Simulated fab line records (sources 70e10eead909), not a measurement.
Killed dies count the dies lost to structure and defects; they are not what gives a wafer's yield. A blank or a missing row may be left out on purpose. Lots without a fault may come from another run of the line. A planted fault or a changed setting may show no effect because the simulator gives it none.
Which tool was responsible? :: flow nand-harc :: Sampling: 6 lots, 18 wafers, 2 of 1302 route steps

## WHAT EACH GAUGE READ, for each wafer
NHARC_P_ZERO_WELL_CD_MEAS_52: target cd 2000 nm.
lot: L888
measured: day 3 07:47
on: cd-sem-02
cd-nm (nm): 1998.8 1999.6 2002.8

lot: L890
measured: day 4 04:16
on: cd-sem-03
cd-nm (nm): 1997.8 2002.0 1999.8

lot: L901
measured: day 8 17:39
on: cd-sem-03
cd-nm (nm): 1998.2 2000.6 1999.5

lot: L904
measured: day 10 00:10
on: cd-sem-01
cd-nm (nm): 2000.6 1997.4 2000.6

lot: L906
measured: day 10 19:36
on: cd-sem-01
cd-nm (nm): 1999.3 1998.4 1999.1

lot: L908
measured: day 11 15:41
on: cd-sem-03
cd-nm (nm): 1996.9 2001.8 2000.3

## EACH LOT AND THE TOOL THAT RAN IT (in order: tool; ch and the chambers of the sampled wafers; start)
lot: L888
NHARC_P_ZERO_WELL_EXPOSE_49: krf-scanner-01 ch 0, day 3 07:38

lot: L890
NHARC_P_ZERO_WELL_EXPOSE_49: krf-scanner-01 ch 0, day 4 04:07

lot: L901
NHARC_P_ZERO_WELL_EXPOSE_49: krf-scanner-01 ch 0, day 8 17:30

lot: L904
NHARC_P_ZERO_WELL_EXPOSE_49: krf-scanner-01 ch 0, day 10 00:01

lot: L906
NHARC_P_ZERO_WELL_EXPOSE_49: krf-scanner-01 ch 0, day 10 19:27

lot: L908
NHARC_P_ZERO_WELL_EXPOSE_49: krf-scanner-04 ch 0, day 11 15:32
- NHARC_P_ZERO_WELL_EXPOSE_49: exposes mask P HVPW, target cd 2000 nm.

## THE ANSWER, worked out from the rows above alone
Rule: what is usual is taken from the lots themselves. Put in order of their means at a reading, lots are off if they are a third of the lots or fewer, leave a main group of 4 or more, and stand apart from it by a gap of 3 or more times the standard deviation of the main group's means; of several such gaps the widest counts. Not used: any main group whose means are identical at the precision the tables above print for the reading. A lot without any number at a reading at which 4 lots or more have one is off too. Any other lot the step has rows for is counted as sound.
Nothing can be told from this: no lot is off at any reading shown.

## WHAT THE SIMULATOR HAD INSERTED
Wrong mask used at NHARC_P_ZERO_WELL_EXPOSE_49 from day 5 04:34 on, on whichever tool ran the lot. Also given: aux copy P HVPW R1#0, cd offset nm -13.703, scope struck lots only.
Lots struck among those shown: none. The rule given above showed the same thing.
